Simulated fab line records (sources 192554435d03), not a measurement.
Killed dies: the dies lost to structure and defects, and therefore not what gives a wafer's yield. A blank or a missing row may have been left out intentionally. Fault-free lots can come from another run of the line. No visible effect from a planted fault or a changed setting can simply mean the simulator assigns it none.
fab line records    flow n5Finfet
[record] lots = 7  wafers = 18  lastDay = 18
route steps=1938 shown BEOL_M13@1675 BEOL_M15@1830 PASSIVATION@1936
lots that met no fault: taken from a fault-free run of the same line
startH: hours from the record's opening day to when the first of the lot's shown wafers began    waitH: hours since the lot's step before    " identical to the entry in the row above    L1.1+2: one row covering several wafers at once    - either no value or no given start    * or withheld: withheld    < > ~ a bound
route shown NAME@n: a module of which the file shows steps, and the number in the route of the first    usual: average and standard deviation across the fault-free wafers    same: alike in all rows    chamber/n: place in a boat    sites: the reading at each site    _std_site: standard deviation across them    _edge_site: outer sites' mean less inner sites'    radiusMm: for every site, how far away it sits from the centre of the wafer    mask NAME#n: copy n    behind: the tool/chamber that last shaped the wafer    hold: reason for holding the lot/hours on hold/outcome of the hold    device: transistor that didn't switch, given as n, p or np    end of line: at the end of the route, the tests of the same wafers    a step without rows: its recipe alone    killed: dies lost to structure and defects at the first sort, not the wafer's yield    map: shows each die of a wafer: x if killed, . if not, _ if none is there
set.NAME: the setting the step ran with; set.NAME@STEP: the setting that earlier step ran with    model.NAME: the simulator's own value behind a step, which no gauge read
steps of the route over a sample of lots; a table a step, a row a wafer
services: a tool's chamber out of use, with start hour (startH, from the record's first day; less than 0 if before it), hours out, and reason
[[steps]]
[step N5_BEOL_M13_STRIP_63]
[recipe] chemistry = N2/H2  powerW = 1000  tempC = 250  h2Frac = 0.65  overashFraction = 0.3  pressureMtorr = 1000  n2FlowSccm = 1750  h2FlowSccm = 3250
[usual] drypumpMotorCurrentA = 5.39/0.099  heaterPowerW = 343/27  n2FlowSccm = 1751/4.8  oesProductAu = 0.674/0.0048  stripTimeToEndpointS = 27.6/1
lot.wafer  tool            chamber  startH  waitH  drypumpMotorCurrentA  heaterPowerW  n2FlowSccm  oesProductAu  rfHoursCounterH  stripTimeToEndpointS
L816.2     plasmaAsher-02  1        305.92  -      5.31                  367           1749        0.676         135              28.9
L816.6     "               0        "       "      5.29                  355           1759        0.668         -                28.1
L818.2     plasmaAsher-02  1        313.57  -      5.30                  365           1751        0.683         137              27.2
L818.4     "               1        "       "      5.29                  357           1752        0.660         -                26.3
L819.2     plasmaAsher-02  0        324.24  -      5.30                  354           1756        0.678         138              27.9
L819.4     "               0        "       "      5.28                  359           1757        0.672         -                26.1
L825.1     plasmaAsher-02  1        342.24  -      5.31                  366           1751        0.672         142              28.3
L825.2     "               0        "       "      5.30                  357           1756        0.674         142              28.0
L825.3     "               1        "       "      5.30                  366           1755        0.679         -                29.0
L826.1     plasmaAsher-02  0        355.03  -      5.28                  350           1750        0.674         145              28.2
L826.4     "               1        "       "      5.29                  367           1752        0.676         -                27.5
L826.6     "               0        "       "      5.28                  363           1748        0.666         -                27.0
L831.1     plasmaAsher-01  1        382.43  -      5.51                  292           1754        0.669         96               27.4
L831.5     "               1        "       "      5.49                  295           1742        0.672         -                27.0
L831.6     "               0        "       "      5.47                  353           1749        0.669         -                26.8
L834.2     plasmaAsher-01  0        403.98  -      5.47                  356           1744        0.669         101              28.1
L834.4     "               1        "       "      5.51                  302           1753        0.669         -                27.1
L834.6     "               1        "       "      5.51                  291           1754        0.673         -                27.1
[step N5_BEOL_M13_ETCH_68]
[recipe] chemistry = N2/H2  target = SOC  maskMaterial = SiARC  sourceW = 3000  biasW = 350  tempC = 40  timeS = 355  ionEnergyEv = 200  pressureMtorr = 30  n2FlowSccm = 200  h2FlowSccm = 200
[usual] biasW = 350.0/1.1  drypumpMotorCurrentA = 5.8/0.53  n2FlowSccm = 200.0/0.67  oesProductAu = 0.78/0.1  rfVppV = 523.8/2.5  showerheadPlenumPTorr = 2.54/0.084  throttleValvePct = 17.83/0.24
lot.wafer  tool        chamber  startH  waitH  biasW  drypumpMotorCurrentA  n2FlowSccm  oesProductAu  rfHoursCounterH  rfVppV  showerheadPlenumPTorr  throttleValvePct
L816.2     rieDiel-04  2        306.85  0.1    349.5  5.5                   199.8       0.72          206              525.7   2.63                   17.86
L816.6     "           2        "       "      349.7  5.5                   200.6       0.73          -                527.7   2.63                   17.86
L818.2     rieDiel-04  0        314.37  0.1    350.0  6.1                   199.8       0.69          222              523.7   2.50                   17.88
L818.4     "           1        "       "      350.9  6.6                   199.9       0.74          203              521.6   2.42                   18.07
L819.2     rieDiel-04  3        325.24  0.1    350.5  5.6                   200.9       0.91          29               527.9   2.70                   17.73
L819.4     "           1        "       "      348.3  6.6                   199.5       0.72          206              520.9   2.42                   18.09
L825.1     rieDiel-02  3        343.04  0.1    349.9  4.7                   199.8       0.70          237              523.8   2.51                   18.11
L825.2     "           1        "       "      350.6  5.9                   200.4       0.86          60               529.3   2.70                   17.49
L825.3     "           2        "       "      349.7  5.6                   199.6       0.72          187              524.8   2.54                   17.66
L826.1     rieDiel-02  2        356.07  0.1    350.2  5.7                   199.5       0.70          191              522.5   2.53                   17.66
L826.4     "           3        "       "      350.4  4.8                   200.3       0.69          241              523.1   2.51                   18.12
L826.6     "           2        "       "      349.7  5.6                   199.8       0.71          -                523.4   2.53                   17.65
L831.1     rieDiel-02  0        383.40  0.1    349.5  6.0                   201.3       0.91          19               521.8   2.49                   17.92
L831.5     "           2        "       "      350.7  5.6                   199.7       0.70          -                523.7   2.53                   17.67
L831.6     "           3        "       "      350.9  4.8                   200.1       0.68          -                523.3   2.50                   18.10
L834.2     rieDiel-04  3        405.86  0.1    350.5  5.7                   200.0       0.86          55               527.8   2.69                   17.77
L834.4     "           3        "       "      351.7  5.7                   201.2       0.86          -                528.6   2.69                   17.77
L834.6     "           1        "       "      348.9  6.7                   198.9       0.71          -                518.5   2.41                   18.10
[step N5_BEOL_M13_TRENCH_ETCH_34]
[recipe] chemistry = C4F8/O2/Ar  target = SiOC  targetDepthA = 4134.7  maskMaterial = SOC  pressureMtorr = 30  sourceW = 3000  biasW = 700  Ar_flow_sccm = 400  C4F8_flow_sccm = 15  O2_flow_sccm = 8  heInnerTorr = 15  heOuterTorr = 30  timeS = 162.6  ionEnergyEv = 250
[usual] biasW = 700.0/2.4  drypumpMotorCurrentA = 5.8/0.53  oesProductAu = 0.78/0.1  rfVppV = 665.2/3  showerheadPlenumPTorr = 3.41/0.11  throttleValvePct = 24.23/0.25
lot.wafer  tool        chamber  startH  waitH  biasW  drypumpMotorCurrentA  oesProductAu  rfHoursCounterH  rfVppV  showerheadPlenumPTorr  throttleValvePct
L816.2     rieDiel-04  2        307.07  0.0    700.9  5.5                   0.73          207              668.7   3.51                   24.25
L816.6     "           2        "       "      701.3  5.5                   0.72          -                668.2   3.51                   24.23
L818.2     rieDiel-04  0        314.59  0.0    703.7  6.1                   0.69          222              663.3   3.39                   24.40
L818.4     "           1        "       "      696.0  6.6                   0.73          203              660.9   3.26                   24.38
L819.2     rieDiel-04  3        325.46  0.0    702.5  5.7                   0.91          30               670.2   3.62                   24.30
L819.4     "           1        "       "      700.0  6.6                   0.73          207              660.4   3.26                   24.40
L825.1     rieDiel-02  3        343.26  0.0    703.1  4.7                   0.69          237              663.5   3.39                   24.51
L825.2     "           1        "       "      698.0  5.9                   0.85          61               670.5   3.61                   23.93
L825.3     "           2        "       "      700.8  5.6                   0.71          187              665.0   3.40                   23.98
L826.1     rieDiel-02  2        356.29  0.0    701.0  5.6                   0.70          191              666.3   3.39                   23.99
L826.4     "           3        "       "      698.9  4.8                   0.69          241              664.9   3.38                   24.52
L826.6     "           2        "       "      701.6  5.6                   0.71          -                663.5   3.39                   23.98
L831.1     rieDiel-02  0        383.62  0.0    700.8  6.0                   0.92          19               666.1   3.35                   24.35
L831.5     "           2        "       "      701.8  5.6                   0.70          -                665.3   3.39                   24.00
L831.6     "           3        "       "      702.4  4.8                   0.70          -                663.1   3.38                   24.54
L834.2     rieDiel-04  3        406.08  0.0    700.9  5.7                   0.87          55               671.1   3.60                   24.33
L834.4     "           3        "       "      700.2  5.7                   0.87          -                669.5   3.60                   24.35
L834.6     "           1        "       "      700.3  6.6                   0.71          -                660.7   3.25                   24.42
[step N5_BEOL_M13_OCD_MEAS_35]
[usual] trenchDepthNm = 412/5.5
lot.wafer  tool    chamber  startH  waitH  trenchDepthNm
L816.2     ocd-02  -        307.24  0.0    505
L816.6     "       -        "       "      410
L818.2     ocd-01  -        314.77  0.0    499
L818.4     "       -        "       "      501
L819.2     ocd-01  -        325.64  0.0    505
L819.4     "       -        "       "      499
L825.1     ocd-02  -        343.44  0.0    403
L825.2     "       -        "       "      412
L825.3     "       -        "       "      409
L826.1     ocd-02  -        356.47  0.0    406
L826.4     "       -        "       "      401
L826.6     "       -        "       "      405
L831.1     ocd-01  -        383.80  0.0    429
L831.5     "       -        "       "      414
L831.6     "       -        "       "      413
L834.2     ocd-01  -        406.26  0.0    414
L834.4     "       -        "       "      415
L834.6     "       -        "       "      413
[step N5_BEOL_M13_STRIP_37]
[recipe] chemistry = N2/H2  powerW = 1000  tempC = 250  h2Frac = 0.65  overashFraction = 0.3  pressureMtorr = withheld  n2FlowSccm = 1750  h2FlowSccm = 3250
[usual] drypumpMotorCurrentA = 5.39/0.096  heaterPowerW = 342/27  n2FlowSccm = 1749/5.1  oesProductAu = 0.783/0.012
lot.wafer  tool            chamber  startH  waitH  drypumpMotorCurrentA  heaterPowerW  n2FlowSccm  oesProductAu  rfHoursCounterH
L816.2     plasmaAsher-02  0        307.28  0.0    5.28                  351           1745        0.788         136
L816.6     "               1        "       "      5.31                  364           1750        0.802         -
L818.2     plasmaAsher-02  1        314.80  0.0    5.31                  359           1741        0.781         137
L818.4     "               1        "       "      5.31                  350           1744        0.816         -
L819.2     plasmaAsher-01  1        325.68  0.0    5.51                  292           1739        0.799         85
L819.4     "               1        "       "      5.51                  293           1739        0.789         -
L825.1     plasmaAsher-01  1        343.48  0.0    5.52                  296           1757        0.781         89
L825.2     "               0        "       "      5.45                  344           1741        0.779         89
L825.3     "               1        "       "      5.52                  290           1753        0.777         -
L826.1     plasmaAsher-02  1        356.51  0.0    5.31                  369           1744        0.798         146
L826.4     "               1        "       "      5.30                  358           1747        0.791         -
L826.6     "               0        "       "      5.30                  352           1746        0.797         -
L831.1     plasmaAsher-02  1        383.84  0.0    5.28                  359           1755        0.771         151
L831.5     "               0        "       "      5.31                  355           1750        0.791         -
L831.6     "               1        "       "      5.32                  370           1752        0.783         -
L834.2     plasmaAsher-02  0        406.29  0.0    5.29                  341           1739        0.757         154
L834.4     "               1        "       "      5.32                  369           1752        0.770         -
L834.6     "               1        "       "      5.30                  373           1752        0.794         -
[step N5_BEOL_M13_THK_MEAS_50]
[recipe] thkMeasGauge = xrf  reads = Cu_of_BEOL_M13_ECD_47
[usual] M13_THK = 426/5.9
lot.wafer  tool          chamber  startH  waitH  M13_THK[nm]
L816.2     filmMetro-02  -        312.93  -      518
L816.6     "             -        "       "      420
L818.2     filmMetro-01  -        319.36  -      514
L818.4     "             -        "       "      518
L819.2     filmMetro-02  -        328.59  -      519
L819.4     "             -        "       "      513
L825.1     filmMetro-02  -        346.02  -      421
L825.2     "             -        "       "      425
L825.3     "             -        "       "      425
L826.1     filmMetro-02  -        360.16  -      419
L826.4     "             -        "       "      414
L826.6     "             -        "       "      418
L831.1     filmMetro-01  -        386.21  -      440
L831.5     "             -        "       "      423
L831.6     "             -        "       "      424
L834.2     filmMetro-01  -        409.56  -      428
L834.4     "             -        "       "      427
L834.6     "             -        "       "      429
[step N5_BEOL_M13_RS_MEAS_54]
[recipe] thkMeasGauge = four-point-probe  reads = Cu_of_BEOL_M13_ECD_47+Ta_of_BEOL_M13_SPUTTER_44+TaN_of_BEOL_M13_SPUTTER_43
[usual] M13_RS = 0.0450/0.0006
lot.wafer  tool          chamber  startH  waitH  M13_RS[ohm/sq]
L816.2     filmMetro-02  -        313.09  0.1    0.0366
L816.6     "             -        "       "      0.0452
L818.2     filmMetro-01  -        319.49  0.1    0.0370
L818.4     "             -        "       "      0.0369
L819.2     filmMetro-01  -        328.75  0.1    0.0365
L819.4     "             -        "       "      0.0371
L825.1     filmMetro-01  -        346.15  0.0    0.0458
L825.2     "             -        "       "      0.0450
L825.3     "             -        "       "      0.0451
L826.1     filmMetro-01  -        360.28  0.0    0.0458
L826.4     "             -        "       "      0.0462
L826.6     "             -        "       "      0.0457
L831.1     filmMetro-02  -        386.34  0.0    0.0434
L831.5     "             -        "       "      0.0449
L831.6     "             -        "       "      0.0449
L834.2     filmMetro-01  -        409.69  0.1    0.0447
L834.4     "             -        "       "      0.0447
L834.6     "             -        "       "      0.0449
[step N5_BEOL_M15_RC_MEAS_101]
[usual] COMB_M10 = 1.5e-11/3.3e-12  COMB_M11 = 1.5e-11/3.1e-12  COMB_M12 = 6.3e-12/1.5e-12  COMB_M14 = 3.5e-12/1.1e-12  COMB_M15 = 2.4e-12/8.5e-13  COMB_M15_max_site = 3.5e-12/1e-12  COMB_M5 = 3.6e-11/6.3e-12  COMB_M6 = 2.5e-11/5.3e-12  COMB_M7 = 2.6e-11/4.8e-12  COMB_M8 = 2.5e-11/5.5e-12  COMB_M9 = 1.41e-11/2.5e-12  COMB_M9_max_site = 2e-11/4.5e-12  SERP_M10 = 3.06/0.06  SERP_M11 = 3.06/0.072  SERP_M12 = 0.639/0.013  SERP_M13 = 0.310/0.0053  SERP_M13_max_site = 0.313/0.0053  SERP_M14 = 0.1604/0.0028  SERP_M5 = 38.8/1.5  SERP_M5_max_site = 40.5/1.8  SERP_M6 = 13.6/0.43  SERP_M7 = 13.8/0.5  SERP_M8 = 14.0/0.42  SERP_M9 = 3.06/0.069
lot.wafer  tool       chamber  startH  waitH  COMB_M10[S/m]  COMB_M11[S/m]  COMB_M12[S/m]  COMB_M14[S/m]  COMB_M15[S/m]  COMB_M15_max_site[S/m]  COMB_M5[S/m]  COMB_M6[S/m]  COMB_M7[S/m]  COMB_M8[S/m]  COMB_M9[S/m]  COMB_M9_max_site[S/m]  SERP_M10[ohm/um]  SERP_M11[ohm/um]  SERP_M12[ohm/um]  SERP_M13[ohm/um]  SERP_M13_max_site[ohm/um]  SERP_M14[ohm/um]  SERP_M5[ohm/um]  SERP_M5_max_site[ohm/um]  SERP_M6[ohm/um]  SERP_M7[ohm/um]  SERP_M8[ohm/um]  SERP_M9[ohm/um]
L816.2     prober-01  0        327.06  0.2    1.4e-11        1.6e-11        5.9e-12        4.5e-12        3.8e-12        4.5e-12                 3.7e-11       2.1e-11       2.8e-11       2.6e-11       1.56e-11      1.8e-11                3.10              3.12              0.640             0.250             0.254                      0.1625            38.0             41.5                      13.7             14.4             12.8             2.95
L816.6     "          0        "       "      1.4e-11        1.6e-11        7.6e-12        5e-12          2.7e-12        3e-12                   3e-11         2.5e-11       2.1e-11       2.8e-11       1.97e-11      2.4e-11                3.09              3.06              0.663             0.314             0.316                      0.1639            37.9             39.6                      14.2             13.3             13.6             2.99
L818.2     prober-02  0        332.75  0.6    1.2e-11        1.5e-11        4.7e-12        2.9e-12        2.2e-12        3.4e-12                 3.7e-11       2.4e-11       2.5e-11       3e-11         1.16e-11      1.8e-11                3.10              3.04              0.625             0.256             0.258                      0.1579            36.7             38.4                      15.0             14.2             13.6             2.94
L818.4     "          0        "       "      1.4e-11        1.6e-11        7.3e-12        2.5e-12        2.7e-12        5.1e-12                 4.1e-11       2.1e-11       2.4e-11       3.6e-11       1.27e-11      1.8e-11                3.04              3.06              0.640             0.251             0.253                      0.1619            39.1             40.4                      14.5             13.9             13.9             3.03
L819.2     prober-01  0        342.31  0.2    1.2e-11        1.4e-11        8.3e-12        5.2e-12        3.4e-12        3.8e-12                 3.3e-11       2.7e-11       2.3e-11       2.5e-11       1.38e-11      1.8e-11                3.00              2.96              0.623             0.249             0.249                      0.1570            38.4             39.5                      13.2             14.1             13.9             3.12
L819.4     "          0        "       "      1.5e-11        1.6e-11        8.4e-12        5.1e-12        3.1e-12        4.9e-12                 3.3e-11       2.8e-11       2.6e-11       2.5e-11       1.76e-11      2e-11                  3.09              3.14              0.638             0.250             0.252                      0.1634            38.5             39.5                      13.1             14.2             12.9             3.11
L825.1     prober-02  0        360.34  0.0    1.7e-11        1.5e-11        5.2e-12        3.3e-12        2.2e-12        2.9e-12                 4.2e-11       2.7e-11       3.3e-11       2.1e-11       1.33e-11      2.5e-11                3.05              2.90              0.636             0.311             0.314                      0.1585            39.9             40.6                      14.0             14.0             14.3             3.00
L825.2     "          0        "       "      1e-11          1e-11          5.8e-12        4e-12          2.3e-12        3.2e-12                 3.3e-11       1.8e-11       2.6e-11       2e-11         1.39e-11      2.3e-11                3.02              2.92              0.655             0.302             0.305                      0.1587            40.3             41.7                      13.9             13.5             14.3             3.04
L825.3     "          0        "       "      1.2e-11        1.3e-11        5.6e-12        2.7e-12        3e-12          5.3e-12                 2.8e-11       3e-11         2.7e-11       2e-11         1.69e-11      2.5e-11                3.03              3.14              0.654             0.310             0.312                      0.1565            39.6             40.4                      13.4             13.4             13.5             3.09
L826.1     prober-01  0        370.92  0.0    1.7e-11        1.4e-11        8.3e-12        3.2e-12        3.4e-12        4.3e-12                 4.2e-11       1.8e-11       2.9e-11       2.4e-11       1.83e-11      2.6e-11                3.03              2.87              0.647             0.314             0.318                      0.1609            38.9             40.0                      13.6             14.0             13.8             3.09
L826.4     "          0        "       "      1.5e-11        1.7e-11        8.1e-12        3.7e-12        2.4e-12        3.7e-12                 4.1e-11       1.9e-11       2.6e-11       2.2e-11       1.26e-11      1.7e-11                3.10              3.03              0.658             0.313             0.319                      0.1606            40.1             42.0                      13.4             13.9             13.4             3.02
L826.6     "          0        "       "      1.4e-11        1.4e-11        7.1e-12        2.9e-12        2.8e-12        3.8e-12                 5.1e-11       2.5e-11       2.1e-11       2e-11         1.74e-11      2.5e-11                3.12              2.99              0.639             0.315             0.318                      0.1612            37.8             39.2                      13.6             14.7             13.4             3.09
L831.1     prober-02  0        397.78  0.0    1.7e-11        1.4e-11        5.6e-12        3.6e-12        1.5e-12        3.5e-12                 4.6e-11       3.1e-11       2.5e-11       2.1e-11       1.51e-11      2.6e-11                3.08              3.03              0.632             0.296             0.300                      0.1625            38.9             40.2                      13.8             13.1             14.5             3.14
L831.5     "          0        "       "      1.3e-11        1.6e-11        5.3e-12        3.7e-12        1.2e-12        1.9e-12                 3.9e-11       2.3e-11       2.4e-11       3e-11         1.35e-11      1.5e-11                3.03              2.94              0.654             0.310             0.314                      0.1583            37.9             39.3                      13.9             14.0             13.8             3.13
L831.6     "          0        "       "      1.4e-11        8e-12          6.9e-12        3.1e-12        1.7e-12        2.6e-12                 4.5e-11       2.3e-11       2.2e-11       2.6e-11       1.45e-11      1.8e-11                3.05              3.12              0.630             0.307             0.311                      0.1618            36.7             37.8                      13.4             14.0             14.4             2.93
L834.2     prober-02  0        426.12  0.2    1.6e-11        1.6e-11        3.8e-12        2.2e-12        1.5e-12        2.4e-12                 2.6e-11       2.9e-11       2.8e-11       2.3e-11       1.52e-11      2e-11                  3.02              3.00              0.635             0.311             0.315                      0.1582            39.7             40.9                      13.2             13.7             14.0             3.11
L834.4     "          0        "       "      1.3e-11        1.1e-11        4.4e-12        2e-12          1.5e-12        2.7e-12                 3.2e-11       2.4e-11       1.6e-11       2.3e-11       8.7e-12       1.3e-11                2.92              3.04              0.644             0.310             0.313                      0.1562            37.0             38.1                      13.4             13.6             14.3             3.03
L834.6     "          0        "       "      1.2e-11        1.4e-11        5.5e-12        2.5e-12        1.1e-12        1.9e-12                 4.3e-11       1.8e-11       2e-11         2.1e-11       1.1e-11       1.5e-11                3.07              2.93              0.633             0.311             0.313                      0.1617            37.1             38.2                      13.2             14.7             13.3             3.18
// sites SERP_M13 radiusMm=0,75,75,75,75,140,140,140,140
L816.2 0.249 0.251 0.249 0.254 0.251 0.252 0.250 0.249 0.249
L818.2 0.255 0.255 0.255 0.257 0.258 0.256 0.257 0.254 0.257
L819.2 0.249 0.249 0.249 0.249 0.247 0.247 0.249 0.247 0.248
L825.1 0.311 0.309 0.311 0.312 0.314 0.312 0.310 0.308 0.310
L826.1 0.314 0.312 0.317 0.317 0.313 0.318 0.314 0.315 0.310
L831.1 0.298 0.296 0.300 0.296 0.297 0.292 0.297 0.294 0.296
L834.2 0.311 0.315 0.311 0.312 0.312 0.310 0.308 0.309 0.311
[step N5_PASSIVATION_PROBE_49]
[usual] defectLimitedYield = 91.1/1.4  killed_at_M0_to_M3 = 33/10  killed_at_M4_up = 15/5.8  killedAtContacts = 13/5.9  killedAtFrontEnd = 39/11  killedAtOther = 4/3.6  killedDies = 105/16  killedOpen = 68/11  killedShort = 34/7.8  sort_bin_5_function = 5.2/0.88  sort_bin_6_memory = 3.3/0.61  sortNPass = 1075/16  sortYieldPct = 91.1/1.4
[same] grossDies = 1180  killedAtBackSide = 0  sort_bin_4_leakage[%] = 0  sort_bin_8_speed[%] = 0
lot.wafer  tool       chamber  startH  waitH  defectLimitedYield[%]  killed_at_M0_to_M3  killed_at_M4_up  killedAtContacts  killedAtFrontEnd  killedAtOther  killedDies  killedOpen  killedShort  sort_bin_5_function[%]  sort_bin_6_memory[%]  sortNPass  sortYieldPct[%]
L825.1     prober-02  -        375.67  0.0    88.4                   23                  23               8                 73                10             137         83          48           6.2                     4.7                   1043       88.4
L825.2     prober-02  -        375.72  0.1    92.6                   24                  11               11                40                1              87          52          30           4.5                     2.5                   1093       92.6
L825.3     prober-02  -        375.77  0.1    89.4                   29                  14               11                61                10             125         81          40           6.4                     3.6                   1055       89.4
L826.1     prober-02  -        385.70  0.0    91.3                   37                  12               15                37                2              103         71          31           4.7                     3.7                   1077       91.3
L826.4     prober-02  -        385.85  0.2    90.1                   25                  19               15                58                0              117         84          29           5.6                     4.0                   1063       90.1
// killed by level:class
L825.1 FIN_SAQP:geometricParticle:short=17 FIN_SAQP:geometricParticle:open=15 STI_FIN_REVEAL:geometricParticle:open=13 GATE_CUT:geometricParticle:short=11 BEOL_M2:geometricParticle:open=10 BEOL_M4:geometricParticle:open=9 MOL_CONTACT_COAG:geometricParticle:open=6 PAD_METAL:geometricParticle:open=6
L825.2 FIN_SAQP:geometricParticle:short=11 MOL_CONTACT_COAG:geometricParticle:open=10 BEOL_M2:geometricParticle:open=8 FIN_SAQP:geometricParticle:open=7 BEOL_M3:geometricParticle:open=6 STI_FIN_REVEAL:geometricParticle:open=5 ILD0:geometricParticle:short=4 BEOL_M4:geometricParticle:open=4
L825.3 FIN_SAQP:geometricParticle:open=19 BEOL_M2:geometricParticle:open=13 FIN_SAQP:geometricParticle:short=10 MOL_CONTACT_COAG:geometricParticle:open=8 ILD0:geometricParticle:open=7 BEOL_M4:geometricParticle:open=7 STI_FIN_REVEAL:geometricParticle:open=5 ILD0:geometricParticle:short=5
L826.1 MOL_CONTACT_COAG:geometricParticle:open=11 BEOL_M2:geometricParticle:open=10 GATE_CUT:geometricParticle:short=7 BEOL_M1:geometricParticle:open=6 BEOL_M3:geometricParticle:open=6 BEOL_M4:geometricParticle:open=6 FIN_SAQP:geometricParticle:short=5 BEOL_M0_SAQP:geometricParticle:open=5
L826.4 STI_FIN_REVEAL:geometricParticle:open=19 MOL_CONTACT_COAG:geometricParticle:open=13 BEOL_M1:geometricParticle:open=8 GATE_CUT:geometricParticle:short=7 DUMMY_GATE:geometricParticle:open=6 STI_FIN_REVEAL:geometricParticle:short=4 BEOL_M0_SAQP:geometricParticle:open=4 STARTING-WAFER:geometricParticle:open=4
[[services]]
tool            chamber  startH  hours  kind
rieDiel-02      0        303.00  -      clean
rieDiel-02      0        303.00  -      consumableReplace:focusRing
rieDiel-02      0        303.00  19.1   scheduledDown
rieDiel-02      0        303.00  19.1   ventCycle
plasmaAsher-01  -        353.98  1.1    repair
rieDiel-02      3        398.43  8.6    repair
rieDiel-04      0        404.99  -      clean
rieDiel-04      0        404.99  -      consumableReplace:focusRing
rieDiel-04      0        404.99  14.4   scheduledDown
rieDiel-04      0        404.99  14.4   ventCycle
[[key]]
[firstSign] step = N5_BEOL_M13_OCD_MEAS_35  reading = trenchDepthNm  direction = up  sigmas = 16  usual = 412  struck = 502
[effect] step = N5_BEOL_M13_THK_MEAS_50  reading = M13_THK  direction = up  sigmas = 15  usual = 426  struck = 516
[effect] step = N5_BEOL_M13_RS_MEAS_54  reading = M13_RS  direction = down  sigmas = 13  usual = 0.0450  struck = 0.0368
[effect] step = N5_BEOL_M15_RC_MEAS_101  reading = SERP_M13  direction = down  sigmas = 11  usual = 0.310  struck = 0.251
metAt N5_BEOL_M13_TRENCH_ETCH_34
struckLots L816,L818,L819
struckWafers L816.2,L818.2,L818.4,L819.2,L819.4
notActingAt N5_BEOL_M13_STRIP_63,N5_BEOL_M13_ETCH_68,N5_BEOL_M13_STRIP_37
[fault] kind = processParameterDrift  tool = rieDiel-04  chamber = -  onsetH = 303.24  steps = N5_BEOL_M13_TRENCH_ETCH_34  channel = timeS  offset = *  shape = step  endH = 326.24  scope = struckWafersOnly  actsIn = *  stated = *
